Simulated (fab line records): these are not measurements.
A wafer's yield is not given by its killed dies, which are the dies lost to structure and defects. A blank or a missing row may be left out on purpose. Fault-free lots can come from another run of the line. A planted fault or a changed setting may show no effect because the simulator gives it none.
fab line records -- flow n5_finfet
record: lots: 9, wafers: 27, last_day: 20
route steps=1938 shown BEOL_M4@1111 BEOL_M6@1241 PASSIVATION@1936
lots untouched by any fault: they come from a run of this same line in which no faults occurred
start_h: hours from the record's opening day to when the first of the lot's shown wafers began -- wait_h: time in hours since the lot's previous step -- " unchanged from the row above -- L1.1+2: several wafers, shown together as one row -- - value missing, or start not given -- * or withheld: withheld -- < > ~ a bound
route shown NAME@n: NAME is a module with steps in the file, n the number in the route of the first one -- usual: average and standard deviation across the fault-free wafers -- same: alike in all rows -- chamber/n: place in a boat -- sites: per-site readings -- _std_site: how widely they spread, as a standard deviation -- _edge_site: mean of outer sites minus mean of inner sites -- radius_mm: how far each site lies from the wafer's centre -- mask NAME#n: copy n -- behind: the tool/chamber that last shaped the wafer -- hold: cause of the lot's hold/its duration in hours/its outcome -- device: names the non-switching transistor (n, p or np) -- end of line: the route-end tests of the same wafers -- a step without rows: its recipe alone -- killed: not the wafer's yield, but the dies lost to structure and defects at the first sort -- map: a wafer's dies, marking killed ones x, the rest . and places with no die _
set.NAME: the setting that was run; set.NAME@STEP: the one run at that earlier step -- model.NAME: the simulator's own value behind a step, which no gauge read
a sample of lots followed through the steps of the route, with each step as a table and each wafer as a row
services: when a tool's chamber went out of use (start_h, in hours from the record's first day, below 0 if earlier), for how many hours, and the reason
== steps ==
step: N5_BEOL_M4_RC_MEAS_101
usual: DIBL_N: 36.0/1.9, DIBL_P: 35.6/2.2, IOFF_N: 0.15/0.031, IOFF_P: 0.19/0.032, ION_N: 668/11, ION_P: 455/7.2, SS_N: 71.5/0.65, SS_P: 73.4/0.64, VT_N: 251/3.6, VT_P: -253/3.3
lot.wafer,tool,chamber,start_h,wait_h,DIBL_N[mV/V],DIBL_P[mV/V],IOFF_N[nA/um],IOFF_P[nA/um],ION_N[uA/um],ION_P[uA/um],SS_N[mV/dec],SS_P[mV/dec],VT_N[mV],VT_P[mV]
L269.2,prober-02,0,193.89,0.2,35.0,34.2,0.11,0.14,661,445,72.1,72.7,258,-259
L269.4,prober-02,0,193.89,0.2,35.1,34.4,0.12,0.14,658,444,71.0,72.9,254,-256
L269.5,prober-02,0,193.89,0.2,36.2,36.1,0.13,0.16,669,453,71.8,73.5,252,-258
L273.1,prober-02,0,241.66,0.0,33.2,32.0,0.11,0.14,649,441,72.3,71.9,260,-256
L273.2,prober-02,0,241.66,0.0,38.8,39.7,0.21,0.25,672,453,73.0,73.9,246,-249
L273.3,prober-02,0,241.66,0.0,34.7,34.8,0.13,0.18,658,454,71.3,73.4,255,-252
L282.1,prober-02,0,297.91,0.0,38.4,38.4,0.19,0.22,677,462,70.7,74.3,246,-246
L282.3,prober-02,0,297.91,0.0,37.1,36.7,0.15,0.20,670,460,71.2,72.8,252,-250
L282.6,prober-02,0,297.91,0.0,35.3,34.2,0.12,0.16,670,461,70.6,72.8,252,-255
L281.1,prober-02,0,304.20,0.0,36.9,37.9,0.18,0.21,683,459,71.5,73.2,246,-253
L281.2,prober-02,0,304.20,0.0,36.6,38.0,0.16,0.20,668,453,71.7,73.3,252,-250
L281.5,prober-02,0,304.20,0.0,38.0,38.5,0.20,0.22,685,461,71.9,74.0,247,-250
L283.2,prober-01,0,305.76,0.2,36.3,38.5,0.16,0.21,666,458,71.4,73.7,248,-253
L283.3,prober-01,0,305.76,0.2,35.7,36.3,0.16,0.17,666,445,72.0,73.4,249,-258
L283.5,prober-01,0,305.76,0.2,36.9,38.1,0.18,0.20,668,458,72.0,73.8,251,-256
L286.3,prober-02,0,313.97,0.3,39.8,39.7,0.22,0.24,700,467,71.8,74.1,248,-250
L286.4,prober-02,0,313.97,0.3,38.8,38.4,0.18,0.24,674,462,72.7,74.6,248,-252
L286.5,prober-02,0,313.97,0.3,38.1,37.0,0.17,0.20,671,458,71.4,73.9,250,-253
L287.1,prober-01,0,331.90,0.0,37.3,36.5,0.17,0.20,679,457,71.4,73.6,247,-251
L287.2,prober-01,0,331.90,0.0,36.7,35.3,0.15,0.18,665,451,72.2,72.7,250,-253
L287.6,prober-01,0,331.90,0.0,38.7,39.4,0.21,0.25,686,462,72.4,73.9,243,-251
L290.1,prober-02,0,333.71,0.0,33.1,33.5,0.11,0.13,662,444,70.6,72.9,259,-262
L290.2,prober-02,0,333.71,0.0,34.7,35.8,0.13,0.16,666,443,71.6,73.6,255,-262
L290.4,prober-02,0,333.71,0.0,34.6,37.0,0.14,0.17,665,449,71.9,74.3,252,-259
L291.1,prober-01,0,361.52,0.0,34.9,33.6,0.13,0.17,671,460,71.2,73.1,250,-252
L291.2,prober-01,0,361.52,0.0,34.3,33.6,0.12,0.18,653,451,70.9,73.2,254,-253
L291.4,prober-01,0,361.52,0.0,37.0,36.7,0.16,0.24,684,469,71.4,74.6,248,-246
step: N5_BEOL_M6_STRIP_80
recipe: chemistry: N2/H2, time_s: 10, power_w: 450, temp_c: 40, pressure_mtorr: 20, rf_frequency_hz: 6e+07, bias_power_w: 7, n2_flow_sccm: 200, h2_flow_sccm: 200
usual: bias_power_w: 6.996/0.022, drypump_motor_current_A: 5.6/0.38, oes_product_au: 0.82/0.082, rf_vpp_V: 59.4/0.95, showerhead_plenum_p_Torr: 2.58/0.062, throttle_valve_pct: 23.3/0.35
lot.wafer,tool,chamber,start_h,wait_h,bias_power_w,drypump_motor_current_A,oes_product_au,rf_hours_counter_h,rf_vpp_V,showerhead_plenum_p_Torr,throttle_valve_pct
L269.2,rie_diel-04,2,-,-,7.017,6.0,0.73,212,59.5,2.50,23.8
L269.4,rie_diel-04,1,-,-,6.978,6.3,0.72,209,59.9,2.62,23.8
L269.5,rie_diel-04,1,-,-,7.002,6.2,0.71,-,59.2,2.62,23.8
L273.1,rie_diel-04,2,-,-,6.979,5.9,0.70,228,58.5,2.49,23.8
L273.2,rie_diel-04,3,-,-,7.007,5.5,0.85,37,58.6,2.57,23.0
L273.3,rie_diel-04,0,-,-,6.983,6.1,0.88,53,60.7,2.58,23.3
L282.1,rie_diel-01,2,-,-,6.998,5.9,0.78,111,59.3,2.67,23.3
L282.3,rie_diel-01,0,-,-,6.992,5.9,0.84,68,59.4,2.68,23.2
L282.6,rie_diel-01,0,-,-,6.996,5.9,0.84,-,60.0,2.68,23.1
L281.1,rie_diel-06,2,-,-,6.978,5.6,0.88,40,58.8,2.59,23.4
L281.2,rie_diel-06,3,-,-,6.976,4.9,0.98,0,59.4,2.71,23.1
L281.5,rie_diel-06,2,-,-,7.001,5.6,0.88,-,58.9,2.59,23.4
L283.2,rie_diel-06,0,-,-,7.032,5.2,0.87,55,58.8,2.55,22.7
L283.3,rie_diel-06,3,-,-,6.957,4.9,0.96,2,61.6,2.70,23.1
L283.5,rie_diel-06,0,-,-,7.030,5.2,0.87,-,61.5,2.55,22.7
L286.3,rie_diel-04,0,-,-,6.982,6.1,0.87,74,59.6,2.57,23.3
L286.4,rie_diel-04,1,-,-,7.001,6.2,0.68,245,59.8,2.60,23.9
L286.5,rie_diel-04,0,-,-,7.018,6.1,0.87,-,58.9,2.57,23.3
L290.1,rie_diel-06,3,-,-,6.981,4.9,0.92,10,58.9,2.70,23.1
L290.2,rie_diel-06,2,-,-,7.001,5.7,0.86,51,59.4,2.59,23.4
L290.4,rie_diel-06,0,-,-,6.976,5.2,0.86,63,58.2,2.55,22.7
L287.1,rie_diel-04,0,-,-,7.027,6.1,0.86,81,58.2,2.57,23.3
L287.2,rie_diel-04,1,-,-,7.011,6.2,0.69,250,59.2,2.60,23.9
L287.6,rie_diel-04,3,-,-,6.979,5.5,0.83,-,60.1,2.55,23.0
L291.1,rie_diel-06,2,-,-,6.939,5.6,0.83,63,61.2,2.58,23.4
L291.2,rie_diel-06,3,-,-,6.977,5.0,0.90,23,60.3,2.70,23.1
L291.4,rie_diel-06,0,-,-,6.981,5.2,0.85,75,58.3,2.55,22.7
step: N5_BEOL_M6_PRE_CLEAN_45
recipe: gas: H2/He, time_s: 30, temp_c: 250
usual: heater_power_w: 338/34
lot.wafer,tool,chamber,start_h,wait_h,heater_power_w
L269.2,pvd_sputter-02,-,215.02,0.0,385
L269.4,pvd_sputter-02,-,215.02,0.0,344
L269.5,pvd_sputter-02,-,215.02,0.0,396
L273.1,pvd_sputter-02,-,261.45,0.0,319
L273.2,pvd_sputter-02,-,261.45,0.0,368
L273.3,pvd_sputter-02,-,261.45,0.0,339
L282.1,pvd_sputter-03,-,317.41,0.0,292
L282.3,pvd_sputter-03,-,317.41,0.0,328
L282.6,pvd_sputter-03,-,317.41,0.0,290
L281.1,pvd_sputter-03,-,322.29,0.0,296
L281.2,pvd_sputter-03,-,322.29,0.0,326
L281.5,pvd_sputter-03,-,322.29,0.0,316
L283.2,pvd_sputter-01,-,326.69,0.0,350
L283.3,pvd_sputter-01,-,326.69,0.0,284
L283.5,pvd_sputter-01,-,326.69,0.0,341
L286.3,pvd_sputter-02,-,330.45,0.0,310
L286.4,pvd_sputter-02,-,330.45,0.0,329
L286.5,pvd_sputter-02,-,330.45,0.0,392
L290.1,pvd_sputter-03,-,351.48,0.0,409
L290.2,pvd_sputter-03,-,351.48,0.0,331
L290.4,pvd_sputter-03,-,351.48,0.0,301
L287.1,pvd_sputter-03,-,351.68,0.0,304
L287.2,pvd_sputter-03,-,351.68,0.0,319
L287.6,pvd_sputter-03,-,351.68,0.0,324
L291.1,pvd_sputter-03,-,383.10,0.0,294
L291.2,pvd_sputter-03,-,383.10,0.0,332
L291.4,pvd_sputter-03,-,383.10,0.0,395
step: N5_BEOL_M6_SPUTTER_48
recipe: material: Cu, target_thk_a: 100, temp_c: -20, bias_v: 60, power_w: 26000, chamber_pressure_pa: 0.13, time_s: 1.667
usual: bias_v: 60.0/0.57, cathode_dc_power_W: 26000/4.6, chamber_pressure_pa: 0.12999/0.00028, throttle_valve_pct: 29.8/0.74
lot.wafer,tool,chamber,start_h,wait_h,bias_v,cathode_dc_power_W,chamber_pressure_pa,throttle_valve_pct
L269.2,pvd_sputter-03,-,215.73,0.1,60.2,26000,0.12973,29.8
L269.4,pvd_sputter-03,-,215.73,0.1,60.2,25996,0.13057,31.0
L269.5,pvd_sputter-03,-,215.73,0.1,59.9,25997,0.1303,29.2
L273.1,pvd_sputter-03,-,262.08,0.1,59.3,25996,0.12984,29.6
L273.2,pvd_sputter-03,-,262.08,0.1,61.2,25995,0.12993,29.1
L273.3,pvd_sputter-03,-,262.08,0.1,60.0,26001,0.12948,30.6
L282.1,pvd_sputter-01,-,318.10,0.1,59.5,25999,0.12955,29.9
L282.3,pvd_sputter-01,-,318.10,0.1,60.2,25999,0.1302,31.3
L282.6,pvd_sputter-01,-,318.10,0.1,59.9,25999,0.12968,30.0
L281.1,pvd_sputter-02,-,323.30,0.3,-,-,-,-
L281.2,pvd_sputter-02,-,323.30,0.3,-,-,-,-
L281.5,pvd_sputter-02,-,323.30,0.3,-,-,-,-
L283.2,pvd_sputter-03,-,327.25,0.1,-,-,-,-
L283.3,pvd_sputter-03,-,327.25,0.1,-,-,-,-
L283.5,pvd_sputter-03,-,327.25,0.1,-,-,-,-
L286.3,pvd_sputter-02,-,332.72,1.6,60.1,26001,0.12956,29.9
L286.4,pvd_sputter-02,-,332.72,1.6,59.5,26008,0.13041,29.7
L286.5,pvd_sputter-02,-,332.72,1.6,61.3,26008,0.1304,30.2
L290.1,pvd_sputter-03,-,352.74,0.1,59.8,25991,0.12991,29.2
L290.2,pvd_sputter-03,-,352.74,0.1,59.5,25988,0.13028,29.1
L290.4,pvd_sputter-03,-,352.74,0.1,59.7,26001,0.12978,30.6
L287.1,pvd_sputter-03,-,352.90,0.2,60.8,25999,0.12997,29.7
L287.2,pvd_sputter-03,-,352.90,0.2,60.2,25996,0.13023,30.9
L287.6,pvd_sputter-03,-,352.90,0.2,60.7,26006,0.1307,30.7
L291.1,pvd_sputter-03,-,383.94,0.3,60.2,26001,0.13011,29.7
L291.2,pvd_sputter-03,-,383.94,0.3,60.6,25997,0.12999,30.4
L291.4,pvd_sputter-03,-,383.94,0.3,59.4,25993,0.12995,29.2
step: N5_BEOL_M6_CMP_52
recipe: stop_on: SiCOH_lowk, t_overpolish_s: 6.9, down_force_psi: 1, platen_rpm: 50, clearing_platen_down_force_psi: 1.5, clearing_platen_rpm: 50, post_cmp_clean: cu_alkaline, target_thk_nm: 80, clearing_platen_pad_velocity_m_s: 0.99484, pad_velocity_m_s: 0.99484
usual: motor_current_A: 5.8/0.44, time_to_endpoint_s: 63/3.5
lot.wafer,tool,chamber,start_h,wait_h,motor_current_A,time_to_endpoint_s
L269.4,cmp-02,2,216.35,0.1,6.0,63
L269.2,cmp-02,0,216.35,0.1,6.4,60
L269.5,cmp-02,3,216.35,0.1,6.8,54
L273.1,cmp-02,1,263.39,0.3,5.4,60
L273.2,cmp-02,2,263.39,0.3,6.1,66
L273.3,cmp-02,3,263.39,0.3,6.8,57
L282.1,cmp-04,3,319.09,0.6,5.9,68
L282.3,cmp-04,0,319.09,0.6,5.3,66
L282.6,cmp-04,2,319.09,0.6,5.7,64
L281.2,cmp-01,1,323.81,0.2,5.8,1
L281.1,cmp-01,0,323.81,0.2,5.9,0
L281.5,cmp-01,2,323.81,0.2,5.6,0
L283.2,cmp-01,2,329.42,0.2,5.5,0
L283.3,cmp-01,1,329.42,0.2,5.6,1
L283.5,cmp-01,2,329.42,0.2,5.7,0
L286.4,cmp-02,2,333.40,0.1,5.9,65
L286.3,cmp-02,1,333.40,0.1,5.6,63
L286.5,cmp-02,3,333.40,0.1,6.4,63
L290.4,cmp-01,1,353.24,0.1,5.7,65
L290.1,cmp-01,2,353.24,0.1,5.4,64
L290.2,cmp-01,0,353.24,0.1,5.8,64
L287.2,cmp-01,0,353.98,0.2,5.6,63
L287.1,cmp-01,1,353.98,0.2,6.0,62
L287.6,cmp-01,1,353.98,0.2,6.0,62
L291.1,cmp-02,2,384.65,0.3,6.3,71
L291.4,cmp-02,3,384.65,0.3,6.6,58
L291.2,cmp-02,0,384.65,0.3,6.6,67
step: N5_BEOL_M6_INSPECT_58
recipe: inspect_instrument: darkfield, mode: post_dep
usual: raw_defect_count: 71/29
lot.wafer,tool,chamber,start_h,wait_h,raw_defect_count
L269.2,defect_inspect-02,-,216.83,0.0,46
L269.4,defect_inspect-02,-,216.83,0.0,83
L269.5,defect_inspect-02,-,216.83,0.0,51
L273.1,defect_inspect-01,-,263.80,0.0,91
L273.2,defect_inspect-01,-,263.80,0.0,115
L273.3,defect_inspect-01,-,263.80,0.0,132
L282.1,defect_inspect-01,-,319.48,0.0,68
L282.3,defect_inspect-01,-,319.48,0.0,63
L282.6,defect_inspect-01,-,319.48,0.0,51
L281.1,defect_inspect-01,-,324.26,0.0,79
L281.2,defect_inspect-01,-,324.26,0.0,109
L281.5,defect_inspect-01,-,324.26,0.0,114
L283.2,defect_inspect-01,-,329.87,0.0,143
L283.3,defect_inspect-01,-,329.87,0.0,91
L283.5,defect_inspect-01,-,329.87,0.0,81
L286.3,defect_inspect-01,-,333.85,0.0,148
L286.4,defect_inspect-01,-,333.85,0.0,94
L286.5,defect_inspect-01,-,333.85,0.0,115
L290.1,defect_inspect-02,-,353.69,0.0,70
L290.2,defect_inspect-02,-,353.69,0.0,80
L290.4,defect_inspect-02,-,353.69,0.0,49
L287.1,defect_inspect-01,-,354.43,0.0,104
L287.2,defect_inspect-01,-,354.43,0.0,109
L287.6,defect_inspect-01,-,354.43,0.0,72
L291.1,defect_inspect-01,-,385.10,0.0,51
L291.2,defect_inspect-01,-,385.10,0.0,38
L291.4,defect_inspect-01,-,385.10,0.0,33
step: N5_PASSIVATION_PROBE_49
usual: defect_limited_yield: 91.3/1.4, killed_at_M0_to_M3: 34/10, killed_at_M4_up: 14/5.5, killed_at_contacts: 12/6, killed_at_front_end: 40/10, killed_at_other: 3.0/2.4, killed_dies: 103/17, killed_on_rim: 13/4.3, killed_open: 68/13, killed_short: 34/7.8, sort_bin_5_function: 5.1/0.97, sort_bin_6_memory: 3.3/0.66, sort_bin_8_speed: 0.02/0.12, sort_n_pass: 1077/17, sort_yield_pct: 91.2/1.4
same: gross_dies: 1180, killed_at_back_side: 0, sort_bin_4_leakage[%]: 0
lot.wafer,tool,chamber,start_h,wait_h,defect_limited_yield[%],killed_at_M0_to_M3,killed_at_M4_up,killed_at_contacts,killed_at_front_end,killed_at_other,killed_dies,killed_on_rim,killed_open,killed_short,sort_bin_5_function[%],sort_bin_6_memory[%],sort_bin_8_speed[%],sort_n_pass,sort_yield_pct[%]
L269.2,prober-02,-,294.87,0.1,92.0,26,7,14,44,3,94,15,67,26,4.5,3.3,0,1086,92.0
L269.4,prober-02,-,294.97,0.2,90.7,49,9,11,36,5,110,14,70,38,4.7,4.2,0,1070,90.7
L269.5,prober-02,-,295.02,0.2,91.2,46,7,11,40,0,104,16,63,40,5.3,3.3,0,1076,91.2
L273.1,prober-01,-,341.03,0.0,93.1,37,10,10,25,0,82,4,63,18,3.6,3.1,0,1098,93.1
L273.2,prober-01,-,341.08,0.1,91.9,34,10,15,35,1,95,8,57,38,4.7,3.0,0,1085,91.9
L273.3,prober-01,-,341.13,0.1,92.0,27,13,26,27,1,94,11,64,30,4.9,2.8,0,1086,92.0
L282.1,prober-01,-,401.46,0.0,90.9,30,7,18,52,0,107,7,76,29,5.4,3.4,0,1073,90.9
L282.3,prober-01,-,401.56,0.1,93.9,25,4,7,33,3,72,12,42,26,3.2,2.3,0,1108,93.9
L282.6,prober-01,-,401.71,0.3,90.7,28,19,17,45,1,110,13,73,37,4.7,4.1,0,1070,90.7
L281.1,prober-02,-,410.10,0.0,0,27,1111,9,32,1,1180,152,64,16,97.1,2.9,0,0,0
L281.2,prober-02,-,410.15,0.1,0,31,1108,2,36,3,1180,152,61,23,97.4,2.5,0,0,0
L281.5,prober-02,-,410.30,0.2,0,24,1106,7,39,4,1180,152,55,28,96.4,2.7,0,0,0
L283.2,prober-01,-,416.65,0.1,0,49,1087,10,31,3,1180,152,66,37,96.4,3.5,0,0,0
L283.3,prober-01,-,416.70,0.1,0,35,1105,12,25,3,1180,152,63,25,96.9,3.0,0,0,0
L283.5,prober-01,-,416.80,0.2,0,28,1094,7,47,4,1180,152,67,38,96.0,3.8,0,0,0
L287.1,prober-01,-,428.06,0.0,91.8,38,18,4,35,2,97,10,67,26,5.0,2.9,0,1083,91.8
L287.6,prober-01,-,428.31,0.3,88.7,49,14,14,53,3,133,16,103,28,6.7,4.2,0,1047,88.7
L291.1,prober-02,-,475.30,0.0,90.0,34,13,10,54,7,118,18,75,41,6.1,3.6,0,1062,90.0
L291.2,prober-02,-,475.35,0.1,86.9,58,20,13,59,4,154,13,97,57,7.7,4.6,0,1026,86.9
L291.4,prober-02,-,475.45,0.2,90.6,38,10,15,42,6,111,16,72,33,5.1,3.6,0,1069,90.6
killed by level:class
L269.2 FIN_SAQP:geometric_particle:open=12 BEOL_M0_SAQP:geometric_particle:open=11 STI_FIN_REVEAL:geometric_particle:open=10 MOL_CONTACT_COAG:geometric_particle:open=10 FIN_SAQP:geometric_particle:short=6 BEOL_M3:geometric_particle:open=6 MOL_CONTACT_COAG:geometric_particle:short=4 BEOL_M0_SAQP:geometric_particle:short=4
L269.4 BEOL_M0_SAQP:geometric_particle:open=14 BEOL_M0_SAQP:geometric_particle:short=13 FIN_SAQP:geometric_particle:open=8 MOL_CONTACT_COAG:geometric_particle:open=8 FIN_SAQP:geometric_particle:short=8 BEOL_M1:geometric_particle:open=6 BEOL_M2:geometric_particle:open=6 ILD0:geometric_particle:open=5
L269.5 BEOL_M3:geometric_particle:open=15 FIN_SAQP:geometric_particle:short=12 FIN_SAQP:geometric_particle:open=8 MOL_CONTACT_COAG:geometric_particle:open=8 BEOL_M0_SAQP:geometric_particle:open=8 BEOL_M1:geometric_particle:open=7 BEOL_M0_SAQP:geometric_particle:short=6 STI_FIN_REVEAL:geometric_particle:open=4
L273.1 BEOL_M2:geometric_particle:open=10 MOL_CONTACT_COAG:geometric_particle:open=8 BEOL_M1:geometric_particle:open=8 BEOL_M4:geometric_particle:open=6 FIN_SAQP:geometric_particle:open=5 GATE_CUT:geometric_particle:short=5 BEOL_M3:geometric_particle:open=5 DUMMY_GATE:geometric_particle:open=4
L273.2 MOL_CONTACT_COAG:geometric_particle:open=13 BEOL_M0_SAQP:geometric_particle:short=9 FIN_SAQP:geometric_particle:open=5 FIN_SAQP:geometric_particle:short=5 STI_FIN_REVEAL:geometric_particle:open=5 GATE_CUT:geometric_particle:short=5 BEOL_M2:geometric_particle:open=5 BEOL_M3:geometric_particle:open=5
L273.3 MOL_CONTACT_COAG:geometric_particle:open=22 FIN_SAQP:geometric_particle:short=6 ILD0:geometric_particle:open=6 GATE_CUT:geometric_particle:short=5 BEOL_M0_SAQP:geometric_particle:short=5 BEOL_M0:geometric_particle:open=5 BEOL_M5:geometric_particle:open=5 MOL_CONTACT_COAG:geometric_particle:short=4
L282.1 FIN_SAQP:geometric_particle:open=19 MOL_CONTACT_COAG:geometric_particle:open=14 BEOL_M3:geometric_particle:open=10 ILD0:geometric_particle:short=6 BEOL_M0_SAQP:geometric_particle:open=6 STI_FIN_REVEAL:geometric_particle:open=5 BEOL_M1:geometric_particle:open=5 FIN_SAQP:geometric_particle:short=4
L282.3 FIN_SAQP:geometric_particle:open=7 MOL_CONTACT_COAG:geometric_particle:open=6 BEOL_M3:geometric_particle:short=6 BEOL_M2:geometric_particle:open=5 BEOL_M0_SAQP:geometric_particle:open=5 FIN_SAQP:geometric_particle:short=4 BEOL_M0_SAQP:geometric_particle:short=4 STARTING-WAFER:geometric_particle:short=4
L282.6 FIN_SAQP:geometric_particle:open=21 MOL_CONTACT_COAG:geometric_particle:open=11 BEOL_M4:geometric_particle:open=11 FIN_SAQP:geometric_particle:short=7 MOL_CONTACT_COAG:geometric_particle:short=6 BEOL_M0_SAQP:geometric_particle:short=6 BEOL_M3:geometric_particle:open=5 BEOL_M1:geometric_particle:short=4
L281.1 BEOL_M6:area_ecd=552 BEOL_M6:area_sputter=547 STI_FIN_REVEAL:geometric_particle:open=13 FIN_SAQP:geometric_particle:open=9 MOL_CONTACT_COAG:geometric_particle:open=9 BEOL_M3:geometric_particle:open=9 DUMMY_GATE:geometric_particle:open=5 BEOL_M0_SAQP:geometric_particle:short=5
L281.2 BEOL_M6:area_sputter=550 BEOL_M6:area_ecd=546 STI_FIN_REVEAL:geometric_particle:open=17 BEOL_M0_SAQP:geometric_particle:open=10 BEOL_M3:geometric_particle:open=7 BEOL_M0_SAQP:geometric_particle:short=6 FIN_SAQP:geometric_particle:open=3 STI_FIN_REVEAL:geometric_particle:short=3
L281.5 BEOL_M6:area_sputter=555 BEOL_M6:area_ecd=541 FIN_SAQP:geometric_particle:open=14 FIN_SAQP:geometric_particle:short=10 BEOL_M0:geometric_particle:open=6 STI_FIN_REVEAL:geometric_particle:open=5 MOL_CONTACT_COAG:geometric_particle:open=5 BEOL_M0_SAQP:geometric_particle:open=5
L283.2 BEOL_M6:area_ecd=546 BEOL_M6:area_sputter=531 BEOL_M0_SAQP:geometric_particle:open=11 FIN_SAQP:geometric_particle:open=8 MOL_CONTACT_COAG:geometric_particle:open=8 BEOL_M3:geometric_particle:open=7 STI_FIN_REVEAL:geometric_particle:open=6 BEOL_M0_SAQP:geometric_particle:short=6
L283.3 BEOL_M6:area_ecd=561 BEOL_M6:area_sputter=531 MOL_CONTACT_COAG:geometric_particle:open=10 BEOL_M0_SAQP:geometric_particle:open=9 GATE_CUT:geometric_particle:short=6 BEOL_M1:geometric_particle:open=6 BEOL_M0_SAQP:geometric_particle:short=5 BEOL_M2:geometric_particle:open=5
L283.5 BEOL_M6:area_ecd=538 BEOL_M6:area_sputter=537 FIN_SAQP:geometric_particle:open=7 STI_FIN_REVEAL:geometric_particle:open=7 BEOL_M0_SAQP:geometric_particle:short=7 FIN_SAQP:geometric_particle:short=6 BEOL_M1:geometric_particle:short=6 ILD0:geometric_particle:open=5
L287.1 BEOL_M3:geometric_particle:open=11 STI_FIN_REVEAL:geometric_particle:open=10 BEOL_M4:geometric_particle:open=7 BEOL_M0:geometric_particle:open=6 BEOL_M1:geometric_particle:open=6 FIN_SAQP:geometric_particle:open=5 BEOL_M1:geometric_particle:short=4 BEOL_M0_SAQP:geometric_particle:open=4
L287.6 STI_FIN_REVEAL:geometric_particle:open=21 MOL_CONTACT_COAG:geometric_particle:open=13 BEOL_M1:geometric_particle:open=11 FIN_SAQP:geometric_particle:open=9 BEOL_M3:geometric_particle:open=9 BEOL_M0_SAQP:geometric_particle:open=9 BEOL_M0_SAQP:geometric_particle:short=8 GATE_CUT:geometric_particle:open=5
L291.1 STI_FIN_REVEAL:geometric_particle:open=14 FIN_SAQP:geometric_particle:short=13 FIN_SAQP:geometric_particle:open=8 MOL_CONTACT_COAG:geometric_particle:open=8 BEOL_M2:geometric_particle:open=7 BEOL_M4:geometric_particle:open=6 BEOL_M3:geometric_particle:short=5 BEOL_M0_SAQP:geometric_particle:open=4
L291.2 BEOL_M1:geometric_particle:open=15 FIN_SAQP:geometric_particle:short=12 FIN_SAQP:geometric_particle:open=12 BEOL_M0_SAQP:geometric_particle:short=12 STI_FIN_REVEAL:geometric_particle:open=12 MOL_CONTACT_COAG:geometric_particle:open=9 BEOL_M5:geometric_particle:open=7 BEOL_M0_SAQP:geometric_particle:open=7
L291.4 MOL_CONTACT_COAG:geometric_particle:open=12 BEOL_M1:geometric_particle:open=11 STI_FIN_REVEAL:geometric_particle:open=10 FIN_SAQP:geometric_particle:open=8 BEOL_M3:geometric_particle:open=7 FIN_SAQP:geometric_particle:short=6 BEOL_M0_SAQP:geometric_particle:short=5 BEOL_M2:geometric_particle:open=5
== services ==
tool,chamber,start_h,hours,kind
rie_diel-06,2,198.81,-,clean
rie_diel-06,2,198.81,-,consumable_replace:focus_ring
rie_diel-06,2,198.81,16.9,scheduled_down
rie_diel-06,2,198.81,16.9,vent_cycle
rie_diel-01,-,202.64,0.5,repair
cmp-01,-,212.85,1.8,repair
cmp-02,-,228.00,4.7,repair
rie_diel-01,-,252.18,2.8,pm
cmp-01,-,268.68,3.5,pm
cmp-02,-,293.20,6.2,repair
rie_diel-06,3,304.55,-,clean
rie_diel-06,3,304.55,-,consumable_replace:focus_ring
cmp-02,-,315.41,6.9,repair
rie_diel-04,1,338.83,3.5,repair
cmp-01,-,340.27,5.2,pm
pvd_sputter-01,-,344.74,1.6,repair
cmp-04,-,350.63,4.0,pm
pvd_sputter-02,-,351.20,11.7,repair
rie_diel-06,1,354.22,10.2,repair
rie_diel-01,0,354.91,5.7,repair
cmp-01,-,358.56,0.3,repair
cmp-04,-,364.37,3.9,pm
cmp-02,-,373.95,0.8,repair
pvd_sputter-03,-,378.22,3.7,repair
== key ==
first_sign: step: N5_BEOL_M6_SPUTTER_48, reading: tool_record, direction: missing
effect: step: N5_BEOL_M6_CMP_52, reading: time_to_endpoint_s, direction: down, sigmas: 18, usual: *, struck: *
effect: step: N5_PASSIVATION_PROBE_49, reading: killed_at_M4_up, direction: up, sigmas: 99+, usual: 14, struck: 1102
more_kills_born_at: N5_BEOL_M6_ECD_50@ecd_cu-01: 3284, N5_BEOL_M6_SPUTTER_48@pvd_sputter-02: 1652, N5_BEOL_M6_SPUTTER_48@pvd_sputter-03: 1598
met_at N5_BEOL_M6_SPUTTER_48
struck_lots L281,L283
later_rows_left_out L281.1,L281.2,L281.5,L283.2,L283.3,L283.5
not_acting_at N5_BEOL_M6_STRIP_80,N5_BEOL_M6_PRE_CLEAN_45,N5_BEOL_M6_INSPECT_58
onset_between 262.08 323.30
fault: kind: skipped_step_whole, tool: pvd_sputter-02,pvd_sputter-03, chamber: -, onset_h: 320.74, steps: N5_BEOL_M6_SPUTTER_48, scope: struck_lots_only
later_rows_left_out: the simulator's readings of these wafers behind a module that went badly wrong aren't trusted and aren't shown, but for the sort
